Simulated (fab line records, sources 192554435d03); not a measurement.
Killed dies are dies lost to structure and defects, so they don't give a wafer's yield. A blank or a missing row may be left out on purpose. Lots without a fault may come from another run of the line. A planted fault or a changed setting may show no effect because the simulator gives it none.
A struck lot beside a sound one | flow n5_finfet | 20 steps out of a route of 1938
Sound: wafers L383.1, L383.3, L383.4. Struck: wafer L394.4. (L394.1 of the same lot was not struck and is left out.) The cause comes at the end.
At each step with rows: each side's tool, then ch and its chambers, then its first start. Under that, the readings that differ: sound wafers | struck wafers | difference of the means | sigmas: that difference in standard deviations of wafers without a fault.
alike: readings whose means differ by less than 2 such deviations, and words and numbers that are the same on both sides. not compared: withheld readings, readings that some wafer has no value for, bounds like >300 that may hide the same value, and numbers for which the record gives no deviation and whose values overlap.
The two part at a step that has a row with sigmas, a row that says differs or no value, or rows on one side only. Numbers that don't overlap but have no deviation are shown without sigmas and don't part them. A reading that every wafer of one side lacks parts them only if that side has two wafers or more.

N5_BEOL_M13_ETCH_67: etches SiARC in CF4, target depth 143 nm, time 238.3 s.
  sound on rie_diel-05 ch 0,2,3, day 12 19:16; struck on rie_diel-06 ch 0, day 16 14:49
  alike: drypump_motor_current_A, etch_rf_on_time_s, oes_product_au, rf_vpp_V, showerhead_plenum_p_Torr, throttle_valve_pct
  not compared: rf_hours_counter_h
N5_BEOL_M13_ETCH_68: etches SOC in N2/H2, time 355 s.
  sound on rie_diel-05 ch 0,2,3, day 12 19:25; struck on rie_diel-06 ch 0, day 16 14:58
  alike: drypump_motor_current_A, oes_product_au, rf_vpp_V, showerhead_plenum_p_Torr, throttle_valve_pct
  not compared: rf_hours_counter_h
then, 1 step without rows for these wafers: N5_BEOL_M13_STRIP_69 (strips in N2/H2).
N5_BEOL_M13_TRENCH_ETCH_34: etches SiOC in C4F8/O2/Ar, target depth 413.47 nm, time 162.6 s.
  sound on rie_diel-05 ch 0,2,3, day 12 19:38; struck on rie_diel-06 ch 0, day 16 15:11
  reading              | sound             | struck | difference | sigmas
  he_outer_torr (Torr) | 30.01 30.07 30.06 | 29.90  | -0.15      | -2
  alike: drypump_motor_current_A, oes_product_au, rf_vpp_V, showerhead_plenum_p_Torr, throttle_valve_pct
  not compared: rf_hours_counter_h
then, 1 step without rows for these wafers: N5_BEOL_M13_STRIP_70 (strips in C4F8/O2/Ar).
N5_BEOL_M13_OCD_MEAS_35:
  sound on ocd-01, day 12 19:49; struck on ocd-01, day 16 15:21
  alike: trench_depth_nm
then, 5 steps without rows for these wafers: N5_BEOL_M13_STRIP_37 (strips in N2/H2); N5_BEOL_M13_ETCH_38 (etches SiCN in CF4/N2, target depth 67.5 nm, time 71.9 s); N5_BEOL_M13_PRECLEAN_39 (cleans in residue remover, time 60 s); N5_BEOL_M13_SRD_40 (time 30 s, dry time 30 s); N5_BEOL_M13_DEGAS_41 (time 60 s).
N5_BEOL_M13_PRE_CLEAN_42: time 30 s.
  sound on pvd_sputter-01, day 12 20:52; struck on pvd_sputter-03, day 16 21:38
  alike: heater_power_w
N5_BEOL_M13_SPUTTER_43: material TaN, target thk 15 nm, time 24.19 s.
  sound on pvd_sputter-01, day 12 20:55; struck on pvd_sputter-03, day 16 21:40
  reading                                      | sound        | struck | difference | sigmas
  model.TaN_of_BEOL_M13_SPUTTER_43.thk_nm (nm) | 15.4 15 15.4 | 10.6   | -4.7       |
  alike: cathode_dc_power_W, throttle_valve_pct
N5_BEOL_M13_SPUTTER_44: material Ta, target thk 10 nm, time 16.13 s.
  sound on pvd_sputter-01, day 12 20:59; struck on pvd_sputter-03, day 16 21:45
  alike: cathode_dc_power_W, throttle_valve_pct
then, 3 steps without rows for these wafers: N5_BEOL_M13_SPUTTER_45 (material Cu, target thk 80 nm, time 13.33 s); N5_BEOL_M13_ECD_47 (material Cu, target thk 936 nm); N5_BEOL_M13_ANNEAL_48 (time 90 s).
N5_BEOL_M13_CMP_49: polishes, stops on SiOC, t overpolish 17.1 s, target thk 420 nm.
  sound on cmp-03 ch 0,1,2, day 12 21:41; struck on cmp-04 ch 1, day 16 22:38
  reading                      | sound          | struck | difference | sigmas
  barrier_field_endpoint_s (s) | 31.6 30.2 30.7 | 25.0   | -5.8       | -10
  alike: head_pressure_psi, motor_current_A, platen_rpm
N5_BEOL_M13_THK_MEAS_50: measures by xrf.
  sound on film_metro-02, day 12 21:56; struck on film_metro-02, day 16 22:53
  alike: M13_THK
N5_PASSIVATION_PROBE_49:
  the record has rows for the struck wafers here (prober-02, day 18 01:40) and none for the sound ones

WHERE THEY PART
First at N5_BEOL_M13_TRENCH_ETCH_34; last, within this record, at N5_PASSIVATION_PROBE_49.

WHY: what the simulator had put in
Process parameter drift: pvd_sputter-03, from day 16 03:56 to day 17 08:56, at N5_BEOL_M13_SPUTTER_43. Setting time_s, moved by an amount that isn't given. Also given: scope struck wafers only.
